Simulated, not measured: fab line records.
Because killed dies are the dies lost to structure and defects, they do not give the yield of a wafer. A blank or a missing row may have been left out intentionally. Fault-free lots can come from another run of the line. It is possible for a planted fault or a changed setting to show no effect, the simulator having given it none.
Chamber matching :: flow nand-harc :: NHARC_P_M2_CMP_23 on cmp-01: 4 sister chambers
The step polishes, t overpolish 20 s, target thk 144.3 nm. 7 wafers are shown with their chamber, then 7 later ones without.

== EACH WAFER AND ITS CHAMBER ==
wafer: L408.6
chamber: 0
motor-current-A (A): 11.2
time-to-endpoint-s (s): 29.5

wafer: L411.6
chamber: 1
motor-current-A (A): 11.3
time-to-endpoint-s (s): 24.2

wafer: L413.3
chamber: 3
motor-current-A (A): 13.3
time-to-endpoint-s (s): 30.8

wafer: L413.4
chamber: 0
motor-current-A (A): 12.5
time-to-endpoint-s (s): 28.4

wafer: L417.1
chamber: 3
motor-current-A (A): 13.1
time-to-endpoint-s (s): 27.3

wafer: L417.4
chamber: 2
motor-current-A (A): 11.2
time-to-endpoint-s (s): 25.3

wafer: L418.4
chamber: 2
motor-current-A (A): 11.2
time-to-endpoint-s (s): 31.3

== WAFERS MISSING THEIR CHAMBER ==
wafer: L418.5
motor-current-A (A): 11.3
time-to-endpoint-s (s): 27.7

wafer: L420.2
motor-current-A (A): 12.5
time-to-endpoint-s (s): 32.8

wafer: L420.4
motor-current-A (A): 11.9
time-to-endpoint-s (s): 32.2

wafer: L420.5
motor-current-A (A): 11.8
time-to-endpoint-s (s): 34.3

wafer: L424.2
motor-current-A (A): 11.9
time-to-endpoint-s (s): 28.2

wafer: L424.4
motor-current-A (A): 13.0
time-to-endpoint-s (s): 27.9

wafer: L424.5
motor-current-A (A): 13.2
time-to-endpoint-s (s): 29.2

== WHICH CHAMBER EACH ONE RAN IN ==
wafer: L418.5
from the rows above: can't be placed: 2 or 0 or 1
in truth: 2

wafer: L420.2
from the rows above: can't be placed: 0 or 3 or 2 or 1
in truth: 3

wafer: L420.4
from the rows above: can't be placed: 0 or 2 or 3 or 1
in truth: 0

wafer: L420.5
from the rows above: can't be placed: 0 or 2 or 3 or 1
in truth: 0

wafer: L424.2
from the rows above: can't be placed: 0 or 2 or 1
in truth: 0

wafer: L424.4
from the rows above: can't be placed: 3 or 0
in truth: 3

wafer: L424.5
from the rows above: 3
in truth: 3
Correctly placed: 1 of 7. From these rows, 6 cannot be placed; in 6 the true chamber is one of the candidates. 0 placed wrongly.
How it was worked out, from the rows above alone: a wafer's distance from a chamber is the root of the sum, over the readings, of the square of ((its reading less the chamber's mean) divided by the reading's scatter). The wafer belongs to the nearest chamber; if the next one is less than 2 further off, it can't be placed. Each chamber's mean is taken over the wafers shown for it. The scatter: the root of (the sum of the squares of (reading less its chamber's mean) over the shown wafers, divided by (wafers less chambers)).
